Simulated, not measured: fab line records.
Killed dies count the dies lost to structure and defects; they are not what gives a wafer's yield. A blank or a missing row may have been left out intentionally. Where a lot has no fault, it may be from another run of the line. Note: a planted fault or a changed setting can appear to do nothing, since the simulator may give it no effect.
The tool behind it: which one? :: flow nand harc :: 39 wafers from 13 lots sampled at 6 of the route's 1302 steps

WHAT THE GAUGES SHOWED, per wafer
NHARC_P_BONDPAD_INSPECT_23. Usual: 324 for raw defect count, sd 110.
lot: L910
measured: day 7 17:51
on: defect inspect-01
raw defect count: 402 186 296
flag: 

lot: L913
measured: day 9 06:26
on: defect inspect-02
raw defect count: 219 243 179
flag: 

lot: L915
measured: day 10 00:35
on: defect inspect-02
raw defect count: 322 251 221
flag: 

lot: L916
measured: day 10 07:04
on: defect inspect-01
raw defect count: 297 258 321
flag: 

lot: L917
measured: day 11 02:43
on: defect inspect-02
raw defect count: 394 187 254
flag: 

lot: L918
measured: day 11 05:15
on: defect inspect-02
raw defect count: 237 254 343
flag: 

lot: L920
measured: day 12 04:19
on: defect inspect-01
raw defect count: 352 335 266
flag: 

lot: L921
measured: day 12 21:40
on: defect inspect-02
raw defect count: 171 304 197
flag: 

lot: L922
measured: day 12 22:11
on: defect inspect-01
raw defect count: 410 552 455
flag: 

lot: L924
measured: day 13 17:00
on: defect inspect-02
raw defect count: 288 252 179
flag: 

lot: L925
measured: day 14 07:25
on: defect inspect-01
raw defect count: 219 254 238
flag: 

lot: L929
measured: day 15 21:46
on: defect inspect-02
raw defect count: 361 272 303
flag: 

lot: L930
measured: day 16 01:49
on: defect inspect-02
raw defect count: 606 631 457
flag: 

NHARC_A_SOURCE_PLATE_THK_MEAS_06: measures by ellipsometry. Usual: 199.6 nm for thk nm, sd 2.1.
lot: L910
measured: day 8 18:51
on: film metro-01
thk nm (nm): 203.1 204.8 198.9
flag: 

lot: L913
measured: day 10 05:10
on: film metro-02
thk nm (nm): 199.2 197.1 198.2
flag: 

lot: L915
measured: day 11 01:18
on: film metro-01
thk nm (nm): 197.6 197.2 197.6
flag: 

lot: L916
measured: day 11 05:14
on: film metro-01
thk nm (nm): 197.4 198.0 197.2
flag: 

lot: L917
measured: day 12 00:35
on: film metro-01
thk nm (nm): 198.7 198.6 199.9
flag: 

lot: L918
measured: day 12 04:52
on: film metro-01
thk nm (nm): 199.9 203.4 204.0
flag: 

lot: L920
measured: day 13 03:07
on: film metro-01
thk nm (nm): 202.3 199.2 203.1
flag: 

lot: L921
measured: day 13 20:35
on: film metro-01
thk nm (nm): 201.7 201.5 202.7
flag: 

lot: L922
measured: day 13 20:34
on: film metro-02
thk nm (nm): 202.4 201.1 197.7
flag: 

lot: L924
measured: day 14 15:33
on: film metro-01
thk nm (nm): 200.7 200.6 199.5
flag: 

lot: L925
measured: day 15 05:59
on: film metro-01
thk nm (nm): 200.4 199.6 200.0
flag: 

lot: L929
measured: day 16 20:31
on: film metro-01
thk nm (nm): 203.0 201.8 201.6
flag: 

lot: L930
measured: day 17 04:53
on: film metro-02
thk nm (nm): 199.8 198.3 198.3
flag: 

NHARC_A_ONON_D1_THK_MEAS_30: measures by ellipsometry. Usual: 1001 nm for thk nm, sd 9.4.
lot: L910
measured: day 9 11:31
on: film metro-01
thk nm (nm): 987 989 988
flag: 

lot: L913
measured: day 10 19:03
on: film metro-01
thk nm (nm): 995 992 994
flag: 

lot: L915
measured: day 11 17:55
on: film metro-02
thk nm (nm): 1006 1004 1004
flag: 

lot: L916
measured: day 11 17:55
on: film metro-01
thk nm (nm): 1005 1006 1005
flag: 

lot: L917
measured: day 12 14:01
on: film metro-01
thk nm (nm): 1004 1006 1007
flag: 

lot: L918
measured: day 12 17:49
on: film metro-01
thk nm (nm): 1530 1532 1530
flag: OFF

lot: L920
measured: day 13 16:22
on: film metro-02
thk nm (nm): 1005 1005 1006
flag: 

lot: L921
measured: day 14 14:34
on: film metro-01
thk nm (nm): 1006 1005 1006
flag: 

lot: L922
measured: day 14 14:46
on: film metro-02
thk nm (nm): 1542 1543 1544
flag: OFF

lot: L924
measured: day 15 06:37
on: film metro-02
thk nm (nm): 998 996 995
flag: 

lot: L925
measured: day 15 18:56
on: film metro-02
thk nm (nm): 1009 1010 1010
flag: 

lot: L929
measured: day 17 11:35
on: film metro-01
thk nm (nm): 994 994 996
flag: 

lot: L930
measured: day 17 17:54
on: film metro-01
thk nm (nm): 1007 1006 1004
flag: 

NHARC_END_SORT_01. Usual: killed at array 52, standard deviation 18; killed at other 0.6, standard deviation 0.83; killed at periphery 4.3, standard deviation 2.8; killed dies 57, standard deviation 19; killed open 3.4, standard deviation 2; killed short 2.5, standard deviation 1.7.
lot: L918
measured: day 28 12:01
on: prober-02
killed at array: 671 670 669
killed at other: 1 0 1
killed at periphery: 5 7 7
killed dies: 677 677 677
killed open: 3 2 6
killed short: 2 1 1
flag: OFF

TOOL THAT RAN EACH LOT (tool first, then ch and the chambers of the sampled wafers, then the start)
lot: L910
NHARC_A_ZERO_WELL_ETCH_19: rie diel-05 ch 0,1,3, day 7 19:17
NHARC_A_ONON_D1_DEP_28: pecvd onon-04 ch 0, day 9 11:01

lot: L913
NHARC_A_ZERO_WELL_ETCH_19: rie diel-03 ch 1,2, day 9 07:59
NHARC_A_ONON_D1_DEP_28: pecvd onon-02 ch 0, day 10 18:36

lot: L915
NHARC_A_ZERO_WELL_ETCH_19: rie diel-03 ch 1,2, day 10 02:08
NHARC_A_ONON_D1_DEP_28: pecvd onon-02 ch 0, day 11 17:28

lot: L916
NHARC_A_ZERO_WELL_ETCH_19: rie diel-05 ch 0,2,3, day 10 08:36
NHARC_A_ONON_D1_DEP_28: pecvd onon-04 ch 0, day 11 17:24

lot: L917
NHARC_A_ZERO_WELL_ETCH_19: rie diel-03 ch 0,1,3, day 11 04:09
NHARC_A_ONON_D1_DEP_28: pecvd onon-04 ch 0, day 12 13:34

lot: L918
NHARC_A_ZERO_WELL_ETCH_19: rie diel-08 ch 0,1, day 11 06:50
NHARC_A_ONON_D1_DEP_28: pecvd onon-04 ch 0, day 12 17:26

lot: L920
NHARC_A_ZERO_WELL_ETCH_19: rie diel-03 ch 2,3, day 12 05:53
NHARC_A_ONON_D1_DEP_28: pecvd onon-02 ch 0, day 13 15:51

lot: L921
NHARC_A_ZERO_WELL_ETCH_19: rie diel-08 ch 0,1,3, day 12 23:31
NHARC_A_ONON_D1_DEP_28: pecvd onon-02 ch 0, day 14 14:10

lot: L922
NHARC_A_ZERO_WELL_ETCH_19: rie diel-08 ch 0,1, day 12 23:44
NHARC_A_ONON_D1_DEP_28: pecvd onon-04 ch 0, day 14 14:15

lot: L924
NHARC_A_ZERO_WELL_ETCH_19: rie diel-08 ch 1,2, day 13 18:26
NHARC_A_ONON_D1_DEP_28: pecvd onon-01 ch 0, day 15 06:06

lot: L925
NHARC_A_ZERO_WELL_ETCH_19: rie diel-05 ch 1,2,3, day 14 08:50
NHARC_A_ONON_D1_DEP_28: pecvd onon-02 ch 0, day 15 18:29

lot: L929
NHARC_A_ZERO_WELL_ETCH_19: rie diel-08 ch 0,1,3, day 15 23:19
NHARC_A_ONON_D1_DEP_28: pecvd onon-01 ch 0, day 17 11:05

lot: L930
NHARC_A_ZERO_WELL_ETCH_19: rie diel-05 ch 0,1,2, day 16 03:23
NHARC_A_ONON_D1_DEP_28: pecvd onon-02 ch 0, day 17 17:23
- NHARC_A_ZERO_WELL_ETCH_19: etches the open film in N2/H2, target depth 80 nm, overetch 24 nm, time 87.88 s.
- NHARC_A_ONON_D1_DEP_28: target thk 1000 nm.

WHAT THE TOOLS THEMSELVES READ (means of the sampled wafers that have a number; where no wafer has one, the mark that the record gives instead)
NHARC_A_ZERO_WELL_ETCH_19. Usual: chamber pressure mTorr 30.000 mTorr, standard deviation 0.027; drypump motor current A 5.7 A, standard deviation 0.34; oes product au 0.999 a.u., standard deviation 0.0087; rf vpp V 429.9 V, standard deviation 3; showerhead plenum p Torr 2.02 Torr, standard deviation 0.1; throttle valve pct 14.171 %, standard deviation 0.0081.
lot: L910
tool: rie diel-05
chamber pressure mTorr (mTorr): 29.979
drypump motor current A (A): 5.5
oes product au (a.u.): 1.000
rf vpp V (V): 429.7
showerhead plenum p Torr (Torr): 2.04
throttle valve pct (%): 14.166
flag: 

lot: L913
tool: rie diel-03
chamber pressure mTorr (mTorr): 30.030
drypump motor current A (A): 6.2
oes product au (a.u.): 0.989
rf vpp V (V): 430.5
showerhead plenum p Torr (Torr): 2.03
throttle valve pct (%): 14.178
flag: 

lot: L915
tool: rie diel-03
chamber pressure mTorr (mTorr): 30.013
drypump motor current A (A): 6.1
oes product au (a.u.): 0.999
rf vpp V (V): 433.7
showerhead plenum p Torr (Torr): 2.11
throttle valve pct (%): 14.170
flag: 

lot: L916
tool: rie diel-05
chamber pressure mTorr (mTorr): 30.003
drypump motor current A (A): 5.6
oes product au (a.u.): 0.999
rf vpp V (V): 429.7
showerhead plenum p Torr (Torr): 1.96
throttle valve pct (%): 14.166
flag: 

lot: L917
tool: rie diel-03
chamber pressure mTorr (mTorr): 30.004
drypump motor current A (A): 5.8
oes product au (a.u.): 0.984
rf vpp V (V): 429.9
showerhead plenum p Torr (Torr): 2.00
throttle valve pct (%): 14.170
flag: 

lot: L918
tool: rie diel-08
chamber pressure mTorr (mTorr): 30.021
drypump motor current A (A): 5.7
oes product au (a.u.): 0.999
rf vpp V (V): 429.9
showerhead plenum p Torr (Torr): 2.01
throttle valve pct (%): 14.166
flag: 

lot: L920
tool: rie diel-03
chamber pressure mTorr (mTorr): 29.999
drypump motor current A (A): 5.4
oes product au (a.u.): 0.986
rf vpp V (V): 430.1
showerhead plenum p Torr (Torr): 2.04
throttle valve pct (%): 14.169
flag: 

lot: L921
tool: rie diel-08
chamber pressure mTorr (mTorr): 30.014
drypump motor current A (A): 5.7
oes product au (a.u.): 0.995
rf vpp V (V): 430.1
showerhead plenum p Torr (Torr): 2.03
throttle valve pct (%): 14.169
flag: 

lot: L922
tool: rie diel-08
chamber pressure mTorr (mTorr): 30.002
drypump motor current A (A): 5.7
oes product au (a.u.): 0.993
rf vpp V (V): 428.9
showerhead plenum p Torr (Torr): 2.00
throttle valve pct (%): 14.176
flag: 

lot: L924
tool: rie diel-08
chamber pressure mTorr (mTorr): 29.997
drypump motor current A (A): 5.6
oes product au (a.u.): 1.008
rf vpp V (V): 432.4
showerhead plenum p Torr (Torr): 2.11
throttle valve pct (%): 14.168
flag: 

lot: L925
tool: rie diel-05
chamber pressure mTorr (mTorr): 30.005
drypump motor current A (A): 5.6
oes product au (a.u.): 1.000
rf vpp V (V): 428.8
showerhead plenum p Torr (Torr): 1.98
throttle valve pct (%): 14.172
flag: 

lot: L929
tool: rie diel-08
chamber pressure mTorr (mTorr): 29.984
drypump motor current A (A): 5.7
oes product au (a.u.): 1.002
rf vpp V (V): 430.9
showerhead plenum p Torr (Torr): 2.03
throttle valve pct (%): 14.177
flag: 

lot: L930
tool: rie diel-05
chamber pressure mTorr (mTorr): 30.027
drypump motor current A (A): 5.5
oes product au (a.u.): 0.998
rf vpp V (V): 429.6
showerhead plenum p Torr (Torr): 2.01
throttle valve pct (%): 14.177
flag: 

THE ANSWER, worked out from the rows above alone
Rule: take the mean of a lot's wafers that have a number; if it is more than 3 standard deviations from the usual mean, the lot is off. A lot without any number at a reading at which 4 lots or more have one is off too. The other lots that the step has rows for count as sound. First the gauges in route order, then the tools' own readings, where a lot's mean is used as printed above. At the first step where some lot is off, the reading lying furthest off is the one used; lots without a number count as furthest.
Off: L918, L922, at NHARC_A_ONON_D1_THK_MEAS_30 (thk nm).
A tool fits if, at a process step before that reading, it ran every lot that is off, and no sound lot after the first of them. Those tools and the gauges at NHARC_A_ONON_D1_THK_MEAS_30 are tried in the same way. One fits: pecvd onon-04 at NHARC_A_ONON_D1_DEP_28. A fault onset in the window from L917 (day 12 13:34, its last sound lot) to L918 (day 12 17:26, its first lot off) fits.

WHAT THE SIMULATOR HAD PUT IN
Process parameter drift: pecvd onon-04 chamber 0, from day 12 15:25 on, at NHARC_A_ONON_D1_DEP_28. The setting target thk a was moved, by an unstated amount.
Struck lots among those shown: L918, L922. This agrees with what the rule above found.
